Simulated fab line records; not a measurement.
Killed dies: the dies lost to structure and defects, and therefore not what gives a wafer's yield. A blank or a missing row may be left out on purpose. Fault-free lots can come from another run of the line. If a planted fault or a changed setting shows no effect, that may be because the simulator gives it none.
A struck lot beside a sound one | flow n5 finfet | 41 out of 1938 route steps
Sound: these wafers, L439.2, L439.3, L439.5. Struck: wafer L436.2. (L436.6 of the same lot was not struck and is left out.) The cause comes at the end.
At each step with rows: each side's tool, then ch and its chambers, then its first start. Under that, the readings that differ: sound wafers | struck wafers | difference of the means | sigmas: that difference in standard deviations of wafers without a fault.
alike: words and numbers the same on both sides, and readings whose means are apart by under 2 such deviations; not compared: readings that were withheld, readings missing a value for some wafer, numbers with overlapping values and no deviation given by the record, and bounds like >300 which may hide the same value.
Wherever a step has rows on one side only, a row that says differs or no value, or a row with sigmas, the two part there. Numbers that don't overlap but have no deviation are shown without sigmas and don't part them. A reading missing from all wafers of one side parts the sides only when that side holds two or more wafers.

first, 12 steps without rows for these wafers: N5_HKMG_FIN_STRIP_33 (strips in N2/H2); N5_HKMG_FIN_STRIP_34 (strips in CF4); N5_HKMG_FIN_ETCH_35 (etches SOC in N2/H2, target depth 215.8 nm, time 243.4 s); N5_HKMG_FIN_STRIP_92 (strips SOC in N2/H2, time 20 s); N5_HKMG_FIN_WET_ETCH_18 (etches TiN in SC1, time 55 s, target depth 5.2 nm, rinse time 30 s); N5_HKMG_FIN_STRIP_19 (strips in N2/H2, time 360 s); N5_HKMG_FIN_ALD_91 (deposits TiN, target thk 1 nm, pulse time 1 s, purge time 3 s); N5_HKMG_FIN_COAT_85 (time 60 s, resist thk 300 nm); N5_HKMG_FIN_ETCH_86 (etches SOC in N2/H2, stops on TiN, target depth 393.2 nm); N5_HKMG_FIN_STRIP_89 (strips SOC in N2/H2, time 20 s); N5_HKMG_FIN_WET_ETCH_87 (etches TiN in SC1, time 154.2 s, target depth 4.7 nm, rinse time 30 s); N5_HKMG_FIN_STRIP_88 (strips in N2/H2, time 360 s).
N5_HKMG_FIN_NWFM_ALD_20: deposits TiAlC, target thk 2 nm, pulse time 3 s, purge time 2 s.
  sound on ald metal-03 ch 2,3, day 8 03:01; struck on ald metal-04 ch 1, day 7 04:05
  reading    | sound | struck | difference | sigmas
  ald cycles | 7 7 7 | 6      | -1         |
  alike: heater power w, precursor pulse height rel
then, 26 steps without rows for these wafers: N5_HKMG_FIN_ALD_71 (deposits TiN, target thk 1 nm, pulse time 1 s, purge time 3 s); N5_HKMG_FIN_COAT_66 (time 60 s, resist thk 300 nm); N5_HKMG_FIN_ETCH_67 (etches SOC in N2/H2, stops on TiN, target depth 388.9 nm); N5_HKMG_FIN_STRIP_90 (strips SOC in N2/H2, time 20 s); N5_HKMG_FIN_WET_ETCH_73 (etches the open film in SC1, time 42.3 s, target depth 1.3 nm, rinse time 30 s); N5_HKMG_FIN_ETCHBACK_68 (etches the open film in Cl2/Ar, stops on HfO2, target depth 0.5 nm); N5_HKMG_FIN_STRIP_69 (strips in N2/H2, time 360 s); N5_HKMG_FIN_ALD_21 (deposits TiN, target thk 1.5 nm, pulse time 1 s, purge time 3 s); N5_HKMG_FIN_ALD_72 (deposits W, target thk 2 nm, pulse time 1 s, purge time 2 s); N5_HKMG_FIN_W_FILL_22 (material W, target thk 60 nm, time 18.2 s); N5_HKMG_FIN_PRECLEAN_83 (cleans in DIW, time 57.5 s); N5_HKMG_FIN_SRD_84 (dry time 32 s); N5_HKMG_FIN_CMP_23 (polishes, stops on SiNx, t overpolish 10 s, target thk 46.326 nm); N5_HKMG_FIN_CMP_94 (polishes, stops on SiNx, t overpolish 4.7 s, target thk 43.299 nm); N5_GATE_CUT_ETCHBACK_00 (etches W in SF6/Cl2); N5_GATE_CUT_ETCH_56 (etches TiN in Cl2/Ar, target depth 21.6 nm); N5_GATE_CUT_ETCHBACK_30 (etches TiN in Cl2/Ar, target depth 3 nm); N5_GATE_CUT_VAPOR_ETCH_60 (etches HfO2 in BCl3/Cl2); N5_GATE_CUT_ETCH_58 (etches SiNx in CH3F/O2, target depth 17 nm, time 128.6 s); N5_GATE_CUT_STRIP_59 (strips in N2/H2, time 20 s); N5_GATE_CUT_PRECLEAN_31 (cleans in DIW, time 300 s); N5_GATE_CUT_SRD_32 (time 30 s); N5_GATE_CUT_SAC_CAP_01 (material SiNx, target thk 24 nm, pulse time 1 s, ald cycles 480); N5_GATE_CUT_PECVD_57 (deposits SiNx from SiH4/NH3/N2, target thk 21 nm); N5_GATE_CUT_CMP_02 (polishes, stops on SiO2, t overpolish 12.7 s, target thk 0 nm); N5_GATE_CUT_HM_DEP_46 (deposits SiO2 from TEOS/O2, target thk 130 nm, time 26.6 s).
-- record jumps: 4 days separate the struck wafers' starts on either side; left off in module GATE_CUT, taken up again in module BEOL_M4, whose first shown step is the route's number 1111 --
N5_BEOL_M4_RC_MEAS_101:
  sound on prober-02 ch 0, day 12 01:05; struck on prober-01 ch 0, day 11 01:21
  reading             | sound                      | struck   | difference | sigmas
  DIBL_P (mV/V)       | 35.9 34.0 34.0             | 38.1     | +3.5       | +2
  IOFF_N (nA/um)      | 0.172 0.149 0.141          | 0.079    | -0.075     | -3
  IOFF_N_85C (nA/um)  | 3.3 3.0 2.9                | 1.7      | -1.4       | -4
  IOFF_N_LIN (nA/um)  | 0.076 0.069 0.066          | 0.036    | -0.034     | -4
  IOFF_N_LONG (nA/um) | 5.44e-05 5.46e-05 5.36e-05 | 3.36e-05 | -2.06e-05  | -10
  IOFF_P (nA/um)      | 0.212 0.185 0.182          | 0.260    | +0.067     | +2
  IOFF_P_LONG (nA/um) | 9.4e-05 9.5e-05 9.4e-05    | 0.000111 | +0.000017  | +2
  ION_N (uA/um)       | 678 679 669                | 619      | -56        | -6
  SS_P (mV/dec)       | 73.2 72.5 72.2             | 73.8     | +1.2       | +2
  VT_N (mV)           | 250.0 251.9 252.1          | 270.1    | +18.8      | +7
  VT_N_LONG (mV)      | 276.1 276.0 277.8          | 298.7    | +22.1      | +10
  VT_N_LVT (mV)       | 98.3 99.4 101.3            | 118.6    | +18.9      | +7
  VT_P_LONG (mV)      | -278.1 -282.6 -278.5       | -270.5   | +9.2       | +3
  alike: DIBL_N, ION_P, SS_N, VT_P
-- here the record skips 4 days between the struck wafers' starts before and after, leaving off in module BEOL_M4 and picking up in module PASSIVATION (first step shown: number 1936 of the route) --
N5_PASSIVATION_PROBE_49:
  sound: prober-02 at day 16 08:21; struck: prober-02 at day 15 11:58
  reading              | sound          | struck | difference | sigmas
  killed at front end  | 32 28 42       | 64     | +30        | +2
  killed short         | 29 32 28       | 50     | +20        | +3
  sort_bin_8_speed (%) | 0 0 0          | 26.95  | +26.95     |
  sort n pass          | 1073 1071 1092 | 730    | -349       | -22
  sort yield pct (%)   | 90.9 90.8 92.5 | 61.9   | -29.5      | -21
  alike: defect limited yield, killed_at_M0_to_M3, killed_at_M4_up, killed at contacts, killed at other, killed dies, killed open, sort_bin_5_function, sort_bin_6_memory

## WHERE THEY PART
At N5_BEOL_M4_RC_MEAS_101 first; at N5_PASSIVATION_PROBE_49 last (within this record only).

WHY: the cause the simulator had injected
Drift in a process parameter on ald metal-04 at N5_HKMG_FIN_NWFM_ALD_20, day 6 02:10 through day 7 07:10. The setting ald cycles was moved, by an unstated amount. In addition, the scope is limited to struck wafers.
